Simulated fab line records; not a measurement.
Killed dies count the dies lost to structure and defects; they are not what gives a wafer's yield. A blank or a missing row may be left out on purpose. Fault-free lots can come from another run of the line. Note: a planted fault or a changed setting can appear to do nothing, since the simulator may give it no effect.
Which tool did it? ; flow n5_finfet ; route of 1938 steps, sampled at 1 step: 6 lots, 18 wafers

WHAT THE GAUGES SHOWED, per wafer
N5_BEOL_M5_CD_MEAS_35: target cd 28 nm, target cd y 24 nm.
lot;measured;on;cd_nm (nm)
L182;day 10 15:00;cd_sem-01;27.7 27.6 27.3
L184;day 11 10:03;cd_sem-03;28.6 28.3 28.2
L190;day 12 18:50;cd_sem-02;27.6 27.7 27.5
L191;day 13 06:44;cd_sem-02;27.8 28.2 28.7
L198;day 14 22:52;cd_sem-03;28.5 28.7 28.9
L201;day 15 15:40;cd_sem-01;27.7 27.9 28.2

WHICH TOOL RAN EACH LOT (tool, then ch and the chambers of the sampled wafers, then the start)
No process step before these readings appears in the record.

THE ANSWER, worked out from the rows above alone
Rule: usual is defined by the lots themselves. The widest of any qualifying gaps counts: lots, ordered by their means at a reading, are off when they make up no more than a third of the lots, leave a main group of 4 or more, and stand apart from it by 3 or more times the standard deviation of that group's means. If all means in a main group match to the digits the tables above print for the reading, that group is not used. Also off: a lot with no number at a reading for which 4 or more lots have one. Where the step has rows for the other lots, those lots are counted as sound.
Nothing can be told from this: no lot is off at any reading shown.

WHAT HAD BEEN PUT IN BY THE SIMULATOR
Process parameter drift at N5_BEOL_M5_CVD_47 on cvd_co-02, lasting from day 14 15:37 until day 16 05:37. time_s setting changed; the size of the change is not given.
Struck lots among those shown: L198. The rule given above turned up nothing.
